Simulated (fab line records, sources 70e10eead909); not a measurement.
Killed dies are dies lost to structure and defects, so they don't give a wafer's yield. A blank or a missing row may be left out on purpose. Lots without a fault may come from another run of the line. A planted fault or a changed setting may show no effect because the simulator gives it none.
Which tool did it? | flow nand_harc | 12 lots, 36 wafers sampled, at 6 steps of a route of 1302

WHAT THE GAUGES READ, wafer by wafer
NHARC_A_BONDPAD_THK_MEAS_30: measures by ellipsometry.
lot  | measured     | on            | thk_nm (nm)
L075 | day 23 20:59 | film_metro-02 | 197.6 198.6 200.5
L079 | day 24 08:26 | film_metro-01 | 203.2 203.5 201.5
L076 | day 24 14:44 | film_metro-01 | 201.3 202.4 200.1
L081 | day 25 22:52 | film_metro-02 | 199.5 199.7 199.7
L085 | day 27 20:45 | film_metro-01 | 198.6 198.4 199.6
L086 | day 28 08:22 | film_metro-02 | 203.2 200.1 203.1
L087 | day 28 17:55 | film_metro-02 | 200.7 201.3 202.1
L089 | day 29 05:59 | film_metro-01 | 200.3 200.0 202.6
L091 | day 30 07:10 | film_metro-02 | 197.3 198.3 199.2
L093 | day 31 04:26 | film_metro-01 | 200.5 199.6 202.4
L095 | day 31 15:31 | film_metro-01 | 199.4 201.5 200.9
L097 | day 33 07:11 | film_metro-01 | 196.3 198.4 196.6

WHICH TOOL RAN EACH LOT (tool, then ch and the chambers of the sampled wafers, then the start)
lot  | NHARC_A_CONTACT_ETCH_138             | NHARC_A_CONTACT_ALD_18              | NHARC_A_CONTACT_CVD_19                   | NHARC_A_M1_PRE_CLEAN_30                 | NHARC_A_M1_PVD_21
L075 | har_cap_etch-03 ch 0,1, day 23 03:33 | ald_metal-04 ch 0,2, day 23 06:44   | cvd_w-02 ch 0,1, day 23 20:59 or earlier | pvd_sputter-01, day 23 20:59 or earlier | pvd_sputter-01, day 23 20:59 or earlier
L079 | har_cap_etch-01 ch 0,1, day 23 15:55 | ald_metal-04 ch 1,2,3, day 23 18:04 | cvd_w-01 ch 0,1, day 24 08:26 or earlier | pvd_sputter-01, day 24 08:26 or earlier | pvd_sputter-01, day 24 08:26 or earlier
L076 | har_cap_etch-03 ch 0,1, day 23 22:15 | ald_metal-03 ch 0,2, day 24 00:16   | cvd_w-02 ch 0,1, day 24 14:44 or earlier | pvd_sputter-03, day 24 14:44 or earlier | pvd_sputter-03, day 24 14:44 or earlier
L081 | har_cap_etch-02 ch 0,1, day 25 06:31 | ald_metal-04 ch 2,3, day 25 08:31   | cvd_w-02 ch 0,1, day 25 22:52 or earlier | pvd_sputter-03, day 25 22:52 or earlier | pvd_sputter-03, day 25 22:52 or earlier
L085 | har_cap_etch-02 ch 0,1, day 27 03:11 | ald_metal-04 ch 1,2, day 27 05:10   | cvd_w-01 ch 0, day 27 20:45 or earlier   | pvd_sputter-01, day 27 20:45 or earlier | pvd_sputter-01, day 27 20:45 or earlier
L086 | har_cap_etch-02 ch 0,1, day 27 15:40 | ald_metal-01 ch 0,1,2, day 27 18:01 | cvd_w-01 ch 0,1, day 28 08:22 or earlier | pvd_sputter-03, day 28 08:22 or earlier | pvd_sputter-03, day 28 08:22 or earlier
L087 | har_cap_etch-02 ch 0,1, day 28 01:43 | ald_metal-01 ch 0,1,3, day 28 03:43 | cvd_w-02 ch 0,1, day 28 17:55 or earlier | pvd_sputter-01, day 28 17:55 or earlier | pvd_sputter-01, day 28 17:55 or earlier
L089 | har_cap_etch-01 ch 0,1, day 28 12:59 | ald_metal-04 ch 0,2,3, day 28 15:02 | cvd_w-01 ch 0,1, day 29 05:59 or earlier | pvd_sputter-03, day 29 05:59 or earlier | pvd_sputter-03, day 29 05:59 or earlier
L091 | har_cap_etch-02 ch 0,1, day 29 15:05 | ald_metal-03 ch 0,2, day 29 17:04   | cvd_w-01 ch 1, day 30 07:10 or earlier   | pvd_sputter-01, day 30 07:10 or earlier | pvd_sputter-01, day 30 07:10 or earlier
L093 | har_cap_etch-02 ch 0,1, day 30 12:04 | ald_metal-03 ch 0,2, day 30 14:14   | cvd_w-01 ch 0,1, day 31 04:26 or earlier | pvd_sputter-03, day 31 04:26 or earlier | pvd_sputter-03, day 31 04:26 or earlier
L095 | har_cap_etch-03 ch 0,1, day 30 23:10 | ald_metal-01 ch 0,1,2, day 31 01:23 | cvd_w-01 ch 0,1, day 31 15:31 or earlier | pvd_sputter-03, day 31 15:31 or earlier | pvd_sputter-03, day 31 15:31 or earlier
L097 | har_cap_etch-01 ch 0,1, day 32 14:58 | ald_metal-01 ch 0,1,3, day 32 17:00 | cvd_w-02 ch 0,1, day 33 07:11 or earlier | pvd_sputter-02, day 33 07:11 or earlier | pvd_sputter-02, day 33 07:11 or earlier
- NHARC_A_CONTACT_ETCH_138: etches the open film in C4F8/O2/Ar, time 311 s, target depth 1914 nm.
- NHARC_A_CONTACT_ALD_18: deposits TiN, target thk 3 nm, pulse time 1 s, ald cycles 150.
- NHARC_A_CONTACT_CVD_19: deposits W, target thk 300 nm, time 802 s.
- NHARC_A_M1_PRE_CLEAN_30: time 30 s.
- NHARC_A_M1_PVD_21: deposits Cu, target thk 30 nm, time 20.49 s.

THE ANSWER, worked out from the rows above alone
Rule: what is usual is taken from the lots themselves. Put in order of their means at a reading, lots are off if they are a third of the lots or fewer, leave a main group of 4 or more, and stand apart from it by a gap of 3 or more times the standard deviation of the main group's means; of several such gaps the widest counts. A main group whose means are all the same, to the digits that the tables above print for the reading, isn't used. A lot without any number at a reading at which 4 lots or more have one is off too. The other lots that the step has rows for count as sound.
No lot is off at any reading shown: from this, nothing can be told.

WHAT THE SIMULATOR HAD PUT IN
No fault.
